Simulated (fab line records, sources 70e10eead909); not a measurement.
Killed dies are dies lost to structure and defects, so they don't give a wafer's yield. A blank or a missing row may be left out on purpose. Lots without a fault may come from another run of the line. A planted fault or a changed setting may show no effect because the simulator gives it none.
Chamber matching | flow nand_harc | NHARC_P_M1_PRE_CLEAN_32 on pecvd-01: 3 sister chambers
The step time 12 s. 3 wafers are shown with their chamber, then 8 later ones without.

WAFERS WITH THEIR CHAMBER
wafer  | chamber | heater_power_w (W)
L146.2 | 2       | 726
L146.5 | 1       | 680
L154.1 | 0       | 622

WAFERS WITHOUT THEIR CHAMBER
wafer  | heater_power_w (W)
L154.2 | 747
L154.3 | 727
L155.1 | 697
L155.2 | 698
L155.6 | 685
L156.1 | 755
L156.3 | 669
L156.5 | 691

WHICH CHAMBER EACH WENT THROUGH
wafer  | from the rows above     | in truth
L154.2 | 2                       | 2
L154.3 | 2                       | 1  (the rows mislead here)
L155.1 | can't be placed: 1 or 2 | 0
L155.2 | can't be placed: 1 or 2 | 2
L155.6 | 1                       | 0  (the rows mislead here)
L156.1 | 2                       | 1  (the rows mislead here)
L156.3 | 1                       | 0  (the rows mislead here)
L156.5 | can't be placed: 1 or 2 | 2
Placed correctly: 1 of 8. Can't be placed from these rows: 3 (the true chamber is among the candidates in 2). Placed wrongly: 4.
How it was worked out, from the rows above alone: a wafer's distance from a chamber is the root of the sum, over the readings, of the square of ((its reading less the chamber's mean) divided by the reading's scatter). The wafer belongs to the nearest chamber; if the next one is less than 2 further off, it can't be placed. A chamber's mean is the mean of its shown wafers. The scatter: with one shown wafer a chamber, the root of the mean of the squares of how far each hidden wafer lies from its nearest shown one.
